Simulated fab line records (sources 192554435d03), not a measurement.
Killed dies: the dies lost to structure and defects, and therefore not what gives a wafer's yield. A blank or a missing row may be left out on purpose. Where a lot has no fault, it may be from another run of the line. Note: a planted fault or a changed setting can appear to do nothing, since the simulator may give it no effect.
Split-lot trial    flow n5Finfet    21 wafers read across 7 lots, on a route 1938 steps long

## THE SPLIT
At N5_BEOL_M15_ILD_DEP_00 (deposits SiO2 from TEOS/O2, target thk 1629.3 nm, time 346.1 s), the setting tempC was moved away from the recipe's 400 C on 7 of the 21 wafers read, by -1.7% to +1.5%. The other wafers ran this setting at the recipe's value.

Split to reading: the file shows no intervening step.

## THE READING
M15_ILD_THK, in nm, at N5_BEOL_M15_THK_MEAS_01. A value of 1637 nm with a standard deviation of 20 nm is what fault-free wafers of this fab line usually give.

wafer   tool, chamber at the split  tempC as run, C  against the recipe  M15_ILD_THK, nm  against lot-mates on the recipe
L080.1  pecvd-01, 2                 406.1            +1.5%               1541             -84
L080.2  pecvd-01, 1                 400              recipe              1609             -
L080.5  pecvd-01, 2                 400              recipe              1641             -
L087.1  pecvd-02, 1                 400              recipe              1635             -
L087.2  pecvd-02, 0                 400              recipe              1628             -
L087.4  pecvd-02, 0                 400              recipe              1666             -
L090.1  pecvd-02, 0                 400              recipe              1629             -
L090.5  pecvd-02, 0                 400              recipe              1663             -
L090.6  pecvd-02, 2                 394.3            -1.4%               1730             +84
L091.1  pecvd-04, 2                 400              recipe              1613             -
L091.5  pecvd-04, 0                 403.6            +0.9%               1569             -44
L091.6  pecvd-04, 2                 403.6            +0.9%               1598             -15
L093.1  pecvd-02, 1                 400              recipe              1624             -
L093.2  pecvd-02, 2                 400              recipe              1635             -
L093.5  pecvd-02, 1                 400              recipe              1627             -
L095.1  pecvd-02, 2                 397.9            -0.5%               1667             +61
L095.3  pecvd-02, 0                 400              recipe              1606             -
L095.6  pecvd-02, 2                 397.9            -0.5%               1664             +58
L096.1  pecvd-04, 0                 400              recipe              1627             -
L096.3  pecvd-04, 2                 393              -1.7%               1711             +74
L096.6  pecvd-04, 0                 400              recipe              1646             -

THE FIT
A straight line over all 21 wafers: M15_ILD_THK changes by -56.2 nm for each +1% of tempC; r = -0.92; the points scatter about the line by 17 nm.
The same after taking each lot's own level away (the mean of its wafers on the recipe; 21 wafers): -51.1 nm for each +1%; r = -0.91; scatter 17 nm.
On that fit, the largest move of tempC shifts the reading by 89 nm.
The lots' own levels span 1606.0 to 1646.0 nm, that is 2.0 times the standard deviation above.
Hence the lot-to-lot level has little effect on the slope; both slopes agree.
Check: +104 nm against its lot-mates is what the line predicts for one of the wafers moved furthest among these (-1.7%) when that wafer is left out of the fit. Against them it came out at +74.5 nm.

## THESE WAFERS: OTHER SPLITS
These wafers also went through other splits before the reading. Each is held against what the fit with the lots' levels taken away leaves over:
other split on the same wafers  wafers away from the commonest value  r with M15_ILD_THK (lot level and that fit taken away)
N5_BEOL_M13_ETCH_59 biasW       4                                     -0.08
N5_BEOL_M13_EXPOSE_25 doseMj    4                                     +0.36
N5_BEOL_M13_DEP_53 timeS        7                                     -0.22
N5_BEOL_M14_ILD_DEP_00 timeS    8                                     +0.13

## THE WHOLE CHAIN: every reading that the file lists as answering this split, in the file's order
step                     what it does                                                    reading                                                                             change (the file's fit)             r (the file's)
N5_BEOL_M15_ILD_DEP_00   deposits SiO2 from TEOS/O2, target thk 1629.3 nm, time 346.1 s  SiO2_of_BEOL_M15_ILD_DEP_00.thkNm (the simulator's own value, which no gauge read)  -51 nm for each +1% of the setting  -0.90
N5_BEOL_M15_THK_MEAS_01                                                                  M15_ILD_THK                                                                         -51.4 for each +1% of the setting   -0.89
N5_BEOL_M15_VIA_ETCH_16  etches SiO2 in C4F8/O2/Ar, target depth 1792.2 nm               etch.depthNm (the simulator's own value, which no gauge read)                       -51 nm for each +1% of the setting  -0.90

## THE FILE'S OWN FIT
M15_ILD_THK changes by -51.4 nm for each +1% of tempC, r = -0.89.
